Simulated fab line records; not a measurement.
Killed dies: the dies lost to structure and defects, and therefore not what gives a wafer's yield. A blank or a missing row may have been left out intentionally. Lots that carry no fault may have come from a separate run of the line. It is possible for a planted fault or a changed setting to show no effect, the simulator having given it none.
Matching of chambers + flow n5 finfet + N5_BEOL_M6_ILD_DEP_00 on pecvd-04: 3 sister chambers
The step deposits SiCOH lowk from DEMS/porogen, target thk 179.75 nm, time 33.4 s. 18 wafers are shown with their chamber, then 9 later ones without.

## WAFERS PAIRED WITH THEIR CHAMBERS
| wafer  | chamber | throttle valve pct (%) | heater power w (W) | showerhead plenum p Torr (Torr) |
|--------|---------|------------------------|--------------------|---------------------------------|
| L077.1 | 0       | 14.5                   | 264                | 5.726                           |
| L077.3 | 1       | 13.5                   | 420                | 5.741                           |
| L077.5 | 1       | 13.3                   | 416                | 5.748                           |
| L079.1 | 2       | 12.8                   | 407                | 5.751                           |
| L079.4 | 0       | 14.4                   | 302                | 5.737                           |
| L079.6 | 2       | 13.1                   | 320                | 5.758                           |
| L083.1 | 0       | 14.4                   | 279                | 5.731                           |
| L083.2 | 1       | 13.4                   | 380                | 5.751                           |
| L083.4 | 1       | 13.5                   | 384                | 5.758                           |
| L084.3 | 0       | 14.3                   | 266                | 5.739                           |
| L084.5 | 2       | 13.1                   | 380                | 5.752                           |
| L084.6 | 0       | 14.1                   | 274                | 5.743                           |
| L087.2 | 1       | 13.7                   | 431                | 5.746                           |
| L087.5 | 2       | 13.4                   | 337                | 5.735                           |
| L087.6 | 1       | 13.5                   | 438                | 5.743                           |
| L088.2 | 2       | 13.1                   | 352                | 5.743                           |
| L088.3 | 0       | 14.4                   | 302                | 5.730                           |
| L088.5 | 1       | 13.6                   | 435                | 5.751                           |

SIGNATURES (averages over the wafers above)
| reading                  | chamber 0 | chamber 1 | chamber 2 | scatter within a chamber |
|--------------------------|-----------|-----------|-----------|--------------------------|
| throttle valve pct       | 14.350    | 13.500    | 13.100    | 0.158                    |
| heater power w           | 281.17    | 414.86    | 359.20    | 25.4                     |
| showerhead plenum p Torr | 5.73433   | 5.74829   | 5.74780   | 0.00692                  |
Rule: for a wafer and a chamber, the distance is found by dividing, reading by reading, the gap between the wafer's reading and the chamber's mean by the reading's scatter, squaring, summing and taking the root. If the next closest chamber is less than 2 further off than the closest, the wafer can't be placed; otherwise it belongs to the closest. The scatter is the square root of a quotient: the sum, over the shown wafers, of each reading's squared deviation from its chamber's mean, divided by wafers minus chambers.

## WAFERS WITHOUT THEIR CHAMBER
| wafer  | throttle valve pct (%) | heater power w (W) | showerhead plenum p Torr (Torr) |
|--------|------------------------|--------------------|---------------------------------|
| L089.2 | 14.5                   | 298                | 5.740                           |
| L089.3 | 13.2                   | 376                | 5.725                           |
| L089.6 | 14.5                   | 233                | 5.736                           |
| L094.2 | 14.5                   | 270                | 5.729                           |
| L094.3 | 13.3                   | 449                | 5.739                           |
| L094.4 | 14.3                   | 276                | 5.717                           |
| L097.1 | 13.4                   | 393                | 5.736                           |
| L097.4 | 13.3                   | 317                | 5.748                           |
| L097.5 | 14.6                   | 299                | 5.733                           |

## WHICH CHAMBER EACH ONE RAN IN
| wafer  | from the rows above     | in truth |
|--------|-------------------------|----------|
| L089.2 | 0                       | 0        |
| L089.3 | can't be placed: 2 or 1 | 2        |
| L089.6 | 0                       | 0        |
| L094.2 | 0                       | 0        |
| L094.3 | can't be placed: 1 or 2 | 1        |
| L094.4 | 0                       | 0        |
| L097.1 | can't be placed: 1 or 2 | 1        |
| L097.4 | can't be placed: 2 or 1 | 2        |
| L097.5 | 0                       | 0        |
Placed correctly: 5 of 9. Can't be placed from these rows: 4 (the true chamber is among the candidates in 4). Wrongly placed: 0.
